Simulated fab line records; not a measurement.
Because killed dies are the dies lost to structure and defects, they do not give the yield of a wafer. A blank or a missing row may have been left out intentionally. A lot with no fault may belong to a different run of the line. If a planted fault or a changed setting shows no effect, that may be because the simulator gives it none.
Chamber matching    flow nand-harc    NHARC_P_STI_CMP_21 on cmp-02 has 4 sister chambers
The step polishes, t overpolish 20 s, target thk 380.67 nm. 8 wafers are shown with their chamber, then 9 later ones without.

== EACH WAFER AND ITS CHAMBER ==
wafer   chamber  motor-current-A (A)  overpolish-run-s (s)
L082.3  3        12.5                 20.004
L084.4  1        11.0                 20.003
L084.5  2        12.3                 19.996
L086.3  2        12.7                 20.008
L086.5  0        12.4                 20.001
L089.2  1        11.8                 19.994
L089.3  3        13.3                 20.014
L089.6  0        11.9                 20.006

== WAFERS WITH NO CHAMBER GIVEN ==
wafer   motor-current-A (A)  overpolish-run-s (s)
L094.1  10.8                 20.008
L094.4  12.7                 19.999
L094.6  12.7                 19.998
L095.2  12.9                 20.005
L095.3  10.9                 20.003
L095.6  11.5                 19.998
L096.3  12.4                 19.990
L096.4  11.7                 20.014
L096.6  11.3                 20.011

== EACH ONE'S CHAMBER ==
wafer   from the rows above                in truth
L094.1  can't be placed: 1 or 0 or 2       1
L094.4  can't be placed: 2 or 0 or 3       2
L094.6  can't be placed: 2 or 0 or 3       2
L095.2  can't be placed: 3 or 2 or 0       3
L095.3  can't be placed: 1 or 0            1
L095.6  can't be placed: 1 or 0            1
L096.3  can't be placed: 2 or 0 or 1 or 3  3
L096.4  can't be placed: 0 or 1 or 2 or 3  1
L096.6  can't be placed: 1 or 0 or 2 or 3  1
Placed correctly: 0 of 9. These rows do not allow placing 9 (true chamber among the candidates in 9). Number placed wrongly: 0.
How it was worked out, from the rows above alone: a wafer's distance from a chamber is the root of the sum, over the readings, of the square of ((its reading less the chamber's mean) divided by the reading's scatter). The wafer belongs to the nearest chamber; if the next one is less than 2 further off, it can't be placed. Each chamber's mean is taken over the wafers shown for it. How the scatter is found: for the shown wafers, subtract from each reading the mean of its chamber, square and add these, divide the total by (wafers less chambers), then take the root.
